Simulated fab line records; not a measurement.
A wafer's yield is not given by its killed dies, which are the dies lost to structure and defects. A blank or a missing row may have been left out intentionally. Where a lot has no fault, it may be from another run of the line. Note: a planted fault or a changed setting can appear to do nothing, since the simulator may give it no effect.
Chamber matching :: flow nandHarc :: NHARC_A_CONTACT_DEP_58 on pecvd-02 has 3 sister chambers
The step deposits SiON, target thk 60 nm. 6 wafers are shown with their chamber, then 8 later ones without.

== WAFERS, EACH WITH ITS CHAMBER ==
wafer: L081.2
chamber: 2
heaterPowerW (W): 940
rfFwdPowerW (W): 350.5

wafer: L084.1
chamber: 0
heaterPowerW (W): 602
rfFwdPowerW (W): 348.3

wafer: L084.4
chamber: 0
heaterPowerW (W): 581
rfFwdPowerW (W): 347.0

wafer: L083.2
chamber: 2
heaterPowerW (W): 912
rfFwdPowerW (W): 348.4

wafer: L083.5
chamber: 1
heaterPowerW (W): 679
rfFwdPowerW (W): 348.2

wafer: L086.1
chamber: 1
heaterPowerW (W): 730
rfFwdPowerW (W): 348.6

== WAFERS WITH NO CHAMBER GIVEN ==
wafer: L086.5
heaterPowerW (W): 602
rfFwdPowerW (W): 349.1

wafer: L086.6
heaterPowerW (W): 738
rfFwdPowerW (W): 349.0

wafer: L091.1
heaterPowerW (W): 783
rfFwdPowerW (W): 349.1

wafer: L091.3
heaterPowerW (W): 708
rfFwdPowerW (W): 350.9

wafer: L091.4
heaterPowerW (W): 621
rfFwdPowerW (W): 348.2

wafer: L095.1
heaterPowerW (W): 780
rfFwdPowerW (W): 348.7

wafer: L095.2
heaterPowerW (W): 677
rfFwdPowerW (W): 351.0

wafer: L095.4
heaterPowerW (W): 837
rfFwdPowerW (W): 349.8

== THE CHAMBER EACH PASSED THROUGH ==
wafer: L086.5
from the rows above: 0
in truth: 0

wafer: L086.6
from the rows above: 1
in truth: 1

wafer: L091.1
from the rows above: 1
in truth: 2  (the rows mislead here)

wafer: L091.3
from the rows above: 1
in truth: 1

wafer: L091.4
from the rows above: 0
in truth: 0

wafer: L095.1
from the rows above: 1
in truth: 1

wafer: L095.2
from the rows above: can't be placed: 1 or 0
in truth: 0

wafer: L095.4
from the rows above: can't be placed: 2 or 1
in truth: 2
5 of 8 placed correctly. Cannot be placed on the basis of these rows: 2; the candidates contain the true chamber in 2. 1 placed wrongly.
How it was worked out, from the rows above alone: a wafer's distance from a chamber is the root of the sum, over the readings, of the square of ((its reading less the chamber's mean) divided by the reading's scatter). The wafer belongs to the nearest chamber; if the next one is less than 2 further off, it can't be placed. A chamber's mean is the mean of its shown wafers. How the scatter is found: for the shown wafers, subtract from each reading the mean of its chamber, square and add these, divide the total by (wafers less chambers), then take the root.
